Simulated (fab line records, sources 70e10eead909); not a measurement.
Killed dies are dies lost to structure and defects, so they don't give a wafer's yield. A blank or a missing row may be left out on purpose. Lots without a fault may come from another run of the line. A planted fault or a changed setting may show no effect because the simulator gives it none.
Which tool did it? | flow nand_harc | 11 lots, 33 wafers sampled, at 6 steps of a route of 1159

WHAT THE GAUGES READ, wafer by wafer
NHARC_A_M1_INSPECT_11. Usual: raw_defect_count 33, standard deviation 14.
lot  | measured     | on                | raw_defect_count | flag
L753 | day 18 01:29 | defect_inspect-02 | 28 43 39         |
L749 | day 18 04:02 | defect_inspect-01 | 10 9 10          |
L756 | day 19 01:52 | defect_inspect-01 | 561 576 547      | OFF
L757 | day 19 18:12 | defect_inspect-02 | 576 554 536      | OFF
L763 | day 21 00:31 | defect_inspect-02 | 40 38 43         |
L766 | day 22 03:50 | defect_inspect-02 | 34 41 47         |
L768 | day 22 09:04 | defect_inspect-02 | 63 56 63         |
L771 | day 22 22:41 | defect_inspect-02 | 20 36 29         |
L769 | day 23 04:31 | defect_inspect-01 | 69 59 51         |
L770 | day 23 08:14 | defect_inspect-01 | 43 38 52         |
L772 | day 24 02:14 | defect_inspect-02 | 21 26 20         |

NHARC_END_SORT_01. Usual: defect_limited_yield 95.2 %, standard deviation 1.6; killed_at_array 29, standard deviation 11; killed_at_other 0.6, standard deviation 0.75; killed_at_periphery 3.1, standard deviation 2.1; killed_dies 32, standard deviation 11; killed_open 3.0, standard deviation 1.8; killed_short 1.8, standard deviation 1.3; sort_bin_2_pct 1.5 %, standard deviation 0.7; sort_bin_3_pct 0.26 %, standard deviation 0.22; sort_bin_4_pct 3.0 %, standard deviation 1; sort_n_pass 645, standard deviation 11; sort_rim_yield_pct 94.9 %, standard deviation 3; sort_yield_pct 95.2 %, standard deviation 1.6.
lot  | measured     | on        | defect_limited_yield (%) | killed_at_array | killed_at_other | killed_at_periphery | killed_dies | killed_open | killed_short | sort_bin_2_pct (%) | sort_bin_3_pct (%) | sort_bin_4_pct (%) | sort_n_pass | sort_rim_yield_pct (%) | sort_yield_pct (%) | flag
L756 | day 20 18:38 | prober-01 | 84.0 82.7 81.8           | 104 116 117     | 0 0 0           | 4 1 6               | 108 117 123 | 6 4 3       | 1 0 2        | 7.2 8.1 7.2        | 2.95 2.07 3.25     | 5.8 7.1 7.7        | 569 560 554 | 95.3 93.4 87.7         | 84.0 82.7 81.8     | OFF
L757 | day 21 10:37 | prober-02 | 82.9 82.9 85.1           | 113 109 98      | 0 0 0           | 3 7 3               | 116 116 101 | 3 3 3       | 2 3 1        | 8.6 8.3 6.8        | 2.95 3.25 3.10     | 5.6 5.6 5.0        | 561 561 576 | 92.5 85.8 95.3         | 82.9 82.9 85.1     | OFF
L770 | day 24 23:00 | prober-01 | 95.3 94.4 95.1           | 30 36 33        | 0 0 0           | 2 2 0               | 32 38 33    | 3 2 0       | 0 5 1        | 1.2 1.3 1.2        | 0.89 0.44 0.30     | 2.7 3.8 3.4        | 645 639 644 | 92.5 92.5 91.5         | 95.3 94.4 95.1     |

WHICH TOOL RAN EACH LOT (tool, then ch and the chambers of the sampled wafers, then the start)
lot  | NHARC_A_CONTACT_ALD_18              | NHARC_A_BLC_STRIP_21               | NHARC_A_M0_PVD_20                       | NHARC_A_M0_DEP_32
L753 | ald_metal-04 ch 0,1,3, day 17 13:19 | rie_diel-04 ch 0,2,3, day 17 18:31 | pvd_sputter-03, day 18 00:10 or earlier | pecvd-02 ch 0,1, day 18 00:10
L749 | ald_metal-01 ch 0,2, day 17 16:43   | rie_diel-02 ch 2,3, day 17 20:35   | pvd_sputter-03, day 18 02:41 or earlier | pecvd-04 ch 0,2, day 18 02:41
L756 | ald_metal-03 ch 0,2,3, day 18 13:24 | rie_diel-02 ch 0,2,3, day 18 17:51 | pvd_sputter-02, day 19 00:44 or earlier | pecvd-02 ch 0,1,2, day 19 00:44
L757 | ald_metal-01 ch 0,1,3, day 19 03:31 | rie_diel-02 ch 0,1,2, day 19 09:01 | pvd_sputter-03, day 19 16:48 or earlier | pecvd-02 ch 0,1, day 19 16:48
L763 | ald_metal-01 ch 1,2,3, day 20 13:16 | rie_diel-02 ch 1,3, day 20 17:43   | pvd_sputter-01, day 20 23:09 or earlier | pecvd-04 ch 1,2, day 20 23:09
L766 | ald_metal-04 ch 0,2,3, day 21 05:26 | rie_diel-02 ch 0,1,3, day 21 15:21 | pvd_sputter-02, day 22 02:37 or earlier | pecvd-02 ch 0,2, day 22 02:37
L768 | ald_metal-03 ch 0,3, day 21 18:09   | rie_diel-04 ch 0,3, day 22 01:54   | pvd_sputter-01, day 22 07:44 or earlier | pecvd-03 ch 0,1, day 22 07:44
L771 | ald_metal-03 ch 0,2, day 22 08:54   | rie_diel-02 ch 0,1,3, day 22 13:13 | pvd_sputter-02, day 22 21:31 or earlier | pecvd-03 ch 0,1,2, day 22 21:31
L769 | ald_metal-04 ch 0,1,2, day 22 12:14 | rie_diel-02 ch 0,2,3, day 22 18:41 | pvd_sputter-02, day 23 03:08 or earlier | pecvd-04 ch 0,1,2, day 23 03:08
L770 | ald_metal-01 ch 0,2, day 22 18:19   | rie_diel-12 ch 0,2, day 23 00:43   | pvd_sputter-02, day 23 06:55 or earlier | pecvd-02 ch 0,1, day 23 06:55
L772 | ald_metal-04 ch 0,1,2, day 23 15:08 | rie_diel-04 ch 0,1,2, day 23 18:28 | pvd_sputter-01, day 24 00:52 or earlier | pecvd-02 ch 0,1,2, day 24 00:52
- NHARC_A_CONTACT_ALD_18: deposits TiN, target thk 3 nm, pulse time 1 s, ald cycles 150.
- NHARC_A_BLC_STRIP_21: strips in O2.
- NHARC_A_M0_PVD_20: deposits TaN, target thk 5 nm, time 8.06 s.
- NHARC_A_M0_DEP_32: deposits SiCN, target thk 30 nm.

WHAT THE TOOLS THEMSELVES READ (means of the sampled wafers that have a number; where no wafer has one, the mark that the record gives instead)
NHARC_A_CONTACT_ALD_18. Usual: heater_power_w 1069 W, standard deviation 110; precursor_pulse_height_rel 1.001, standard deviation 0.019.
lot  | tool         | heater_power_w (W) | precursor_pulse_height_rel | flag
L753 | ald_metal-04 | 1075               | 1.004                      |
L749 | ald_metal-01 | 1137               | 1.001                      |
L756 | ald_metal-03 | 992                | 0.994                      |
L757 | ald_metal-01 | 1127               | 1.007                      |
L763 | ald_metal-01 | 1125               | 0.999                      |
L766 | ald_metal-04 | 1122               | 0.996                      |
L768 | ald_metal-03 | 976                | 1.013                      |
L771 | ald_metal-03 | 1019               | 1.009                      |
L769 | ald_metal-04 | 1045               | 1.011                      |
L770 | ald_metal-01 | 1058               | 0.986                      |
L772 | ald_metal-04 | 1029               | 0.995                      |

NHARC_A_BLC_STRIP_21. Usual: drypump_motor_current_A 5.9 A, standard deviation 0.45; oes_product_au 0.998 a.u., standard deviation 0.01; rf_vpp_V 57.7 V, standard deviation 0.94; showerhead_plenum_p_Torr 3.52 Torr, standard deviation 0.17; throttle_valve_pct 17.036 %, standard deviation 0.0092.
lot  | tool        | drypump_motor_current_A (A) | oes_product_au (a.u.) | rf_vpp_V (V) | showerhead_plenum_p_Torr (Torr) | throttle_valve_pct (%) | flag
L753 | rie_diel-04 | 5.8                         | 0.995                 | 57.6         | 3.32                            | 17.045                 |
L749 | rie_diel-02 | 6.0                         | 0.993                 | 57.4         | 3.54                            | 17.031                 |
L756 | rie_diel-02 | 5.9                         | 0.991                 | 57.6         | 3.59                            | 17.029                 |
L757 | rie_diel-02 | 5.9                         | 0.989                 | 58.1         | 3.65                            | 17.034                 |
L763 | rie_diel-02 | 6.1                         | 0.996                 | 58.3         | 3.64                            | 17.039                 |
L766 | rie_diel-02 | 6.0                         | 0.997                 | 57.3         | 3.69                            | 17.047                 |
L768 | rie_diel-04 | 5.6                         | 1.011                 | 57.3         | 3.34                            | 17.032                 |
L771 | rie_diel-02 | 6.0                         | 0.997                 | 57.9         | 3.69                            | 17.037                 |
L769 | rie_diel-02 | 5.9                         | 0.996                 | 57.6         | 3.59                            | 17.030                 |
L770 | rie_diel-12 | 6.1                         | 0.997                 | 57.1         | 3.60                            | 17.031                 |
L772 | rie_diel-04 | 5.9                         | 1.002                 | 57.8         | 3.37                            | 17.037                 |

NHARC_A_M0_PVD_20. Usual: throttle_valve_pct 29.5 %, standard deviation 0.96.
lot  | tool           | throttle_valve_pct (%) | flag
L753 | pvd_sputter-03 | 29.3                   |
L749 | pvd_sputter-03 | 29.1                   |
L756 | pvd_sputter-02 | 29.5                   |
L757 | pvd_sputter-03 | 29.6                   |
L763 | pvd_sputter-01 | 30.2                   |
L766 | pvd_sputter-02 | 30.3                   |
L768 | pvd_sputter-01 | 29.5                   |
L771 | pvd_sputter-02 | 30.3                   |
L769 | pvd_sputter-02 | 29.5                   |
L770 | pvd_sputter-02 | 29.9                   |
L772 | pvd_sputter-01 | 30.3                   |

NHARC_A_M0_DEP_32. Usual: heater_power_w 612 W, standard deviation 78.
lot  | tool     | heater_power_w (W) | flag
L753 | pecvd-02 | 530                |
L749 | pecvd-04 | 747                |
L756 | pecvd-02 | 545                |
L757 | pecvd-02 | 624                |
L763 | pecvd-04 | 679                |
L766 | pecvd-02 | 540                |
L768 | pecvd-03 | 624                |
L771 | pecvd-03 | 644                |
L769 | pecvd-04 | 673                |
L770 | pecvd-02 | 530                |
L772 | pecvd-02 | 564                |

THE ANSWER, worked out from the rows above alone
Rule: a lot is off if the mean of its wafers that have a number lies more than 3 standard deviations from the usual mean. A lot without any number at a reading at which 4 lots or more have one is off too. The other lots that the step has rows for count as sound. The gauges are gone through in route order, then the tools' own readings, and for those a lot's mean is taken as printed above. The first step at which some lot is off is used, and at that step the reading that is off furthest; a lot without a number counts as furthest.
Off: L756, L757, at NHARC_A_M1_INSPECT_11 (raw_defect_count).
A tool fits if, at a process step before that reading, it ran every lot that is off, and no sound lot after the first of them. The gauges at NHARC_A_M1_INSPECT_11 aren't tried: what is off there is off at NHARC_END_SORT_01 too, on other tools, and a gauge's error can't cause that. NHARC_A_M0_PVD_20 gives no start for some lots, so the hours and the order of its lots are those of NHARC_A_M0_DEP_32. None of those tried fits.

WHAT THE SIMULATOR HAD PUT IN
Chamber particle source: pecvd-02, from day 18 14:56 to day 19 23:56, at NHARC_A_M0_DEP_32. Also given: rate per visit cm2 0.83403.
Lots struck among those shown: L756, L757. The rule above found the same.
